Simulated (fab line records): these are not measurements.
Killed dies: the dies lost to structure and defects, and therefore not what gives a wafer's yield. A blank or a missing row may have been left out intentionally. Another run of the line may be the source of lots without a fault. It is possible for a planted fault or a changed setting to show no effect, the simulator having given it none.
Chamber matching ; flow nand-harc ; NHARC_THIN_TSV_DESCUM_35 on rie-diel-08 has 4 sister chambers
The step chemistry O2, time 3 s. 14 wafers are shown with their chamber, then 7 later ones without.

== WAFERS PAIRED WITH THEIR CHAMBERS ==
wafer;chamber;drypump-motor-current-A (A);chamber-pressure-mTorr (mTorr);oes-product-au (a.u.)
L954.3;0;5.1;59.96;0.986
L954.4;3;5.0;60.02;1.021
L954.6;2;6.4;60.14;1.003
L955.3;3;5.0;59.99;1.014
L955.4;2;6.4;60.07;1.013
L955.6;1;5.9;59.95;1.001
L958.2;2;6.3;60.05;1.016
L958.5;0;5.1;60.03;0.995
L958.6;1;5.9;59.93;1.005
L963.1;0;5.1;59.94;0.994
L963.3;1;5.9;59.96;0.993
L963.5;1;5.9;59.98;0.989
L962.1;3;5.0;60.06;1.002
L962.5;3;5.0;60.04;1.001

SIGNATURES, as means of the wafers listed above
reading;chamber 0;chamber 1;chamber 2;chamber 3;scatter within a chamber
drypump-motor-current-A;5.100;5.900;6.367;5.000;0.0258
chamber-pressure-mTorr;59.9767;59.9550;60.0867;60.0275;0.0359
oes-product-au;0.99167;0.99700;1.01067;1.00950;0.00763
Rule: a wafer's distance from a chamber is the root of the sum, over the readings, of the square of ((its reading less the chamber's mean) divided by the reading's scatter). If the next closest chamber is less than 2 further off than the closest, the wafer can't be placed; otherwise it belongs to the closest. How the scatter is found: for the shown wafers, subtract from each reading the mean of its chamber, square and add these, divide the total by (wafers less chambers), then take the root.

== WAFERS MISSING THEIR CHAMBER ==
wafer;drypump-motor-current-A (A);chamber-pressure-mTorr (mTorr);oes-product-au (a.u.)
L962.6;5.1;59.98;0.989
L968.4;5.0;59.83;1.004
L968.5;5.9;59.97;1.001
L968.6;6.3;60.09;1.010
L969.1;5.9;60.01;0.990
L969.4;5.1;60.08;0.983
L969.5;5.9;59.98;1.000

== WHICH CHAMBER EACH WENT THROUGH ==
wafer;from the rows above;in truth
L962.6;0;0
L968.4;can't be placed: 3 or 0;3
L968.5;1;1
L968.6;2;2
L969.1;1;1
L969.4;0;0
L969.5;1;1
Placed correctly: 6 of 7. Unplaceable from these rows: 1, with the true chamber sitting among the candidates in 1. Placed wrongly: 0.
